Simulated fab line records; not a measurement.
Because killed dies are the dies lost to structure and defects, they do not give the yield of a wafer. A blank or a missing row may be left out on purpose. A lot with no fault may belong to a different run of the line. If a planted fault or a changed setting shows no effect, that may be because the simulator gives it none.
Chamber matching || flow n5 finfet || N5_BEOL_M12_DESCUM_15 on rie diel-02 has 4 sister chambers
The step chemistry O2, time 7.9 s. 4 wafers are shown with their chamber, then 9 later ones without.

## WAFERS WITH THEIR CHAMBER
{"wafer": "L078.4", "chamber": 2, "drypump motor current A (A)": 5.1}
{"wafer": "L083.3", "chamber": 1, "drypump motor current A (A)": 5.7}
{"wafer": "L087.1", "chamber": 3, "drypump motor current A (A)": 5.3}
{"wafer": "L087.4", "chamber": 0, "drypump motor current A (A)": 6.1}

## WAFERS WITHOUT THEIR CHAMBER
{"wafer": "L089.2", "drypump motor current A (A)": 5.8}
{"wafer": "L089.3", "drypump motor current A (A)": 6.1}
{"wafer": "L089.6", "drypump motor current A (A)": 6.1}
{"wafer": "L093.1", "drypump motor current A (A)": 5.1}
{"wafer": "L093.5", "drypump motor current A (A)": 5.7}
{"wafer": "L093.6", "drypump motor current A (A)": 6.1}
{"wafer": "L095.1", "drypump motor current A (A)": 5.1}
{"wafer": "L095.2", "drypump motor current A (A)": 6.2}
{"wafer": "L095.4", "drypump motor current A (A)": 5.7}

## THE CHAMBER EACH PASSED THROUGH
{"wafer": "L089.2", "from the rows above": 1, "in truth": 1}
{"wafer": "L089.3", "from the rows above": 0, "in truth": 0}
{"wafer": "L089.6", "from the rows above": 0, "in truth": 0}
{"wafer": "L093.1", "from the rows above": 2, "in truth": 2}
{"wafer": "L093.5", "from the rows above": 1, "in truth": 1}
{"wafer": "L093.6", "from the rows above": 0, "in truth": 0}
{"wafer": "L095.1", "from the rows above": 2, "in truth": 2}
{"wafer": "L095.2", "from the rows above": 0, "in truth": 0}
{"wafer": "L095.4", "from the rows above": 1, "in truth": 1}
Correct placement for 9 of the 9. From these rows, 0 cannot be placed. Number placed wrongly: 0.
How it was worked out, from the rows above alone: a wafer's distance from a chamber is the root of the sum, over the readings, of the square of ((its reading less the chamber's mean) divided by the reading's scatter). If the next closest chamber is less than 2 further off than the closest, the wafer can't be placed; otherwise it belongs to the closest. Each chamber's mean is taken over the wafers shown for it. The scatter: with one shown wafer a chamber, the root of the mean of the squares of how far each hidden wafer lies from its nearest shown one.
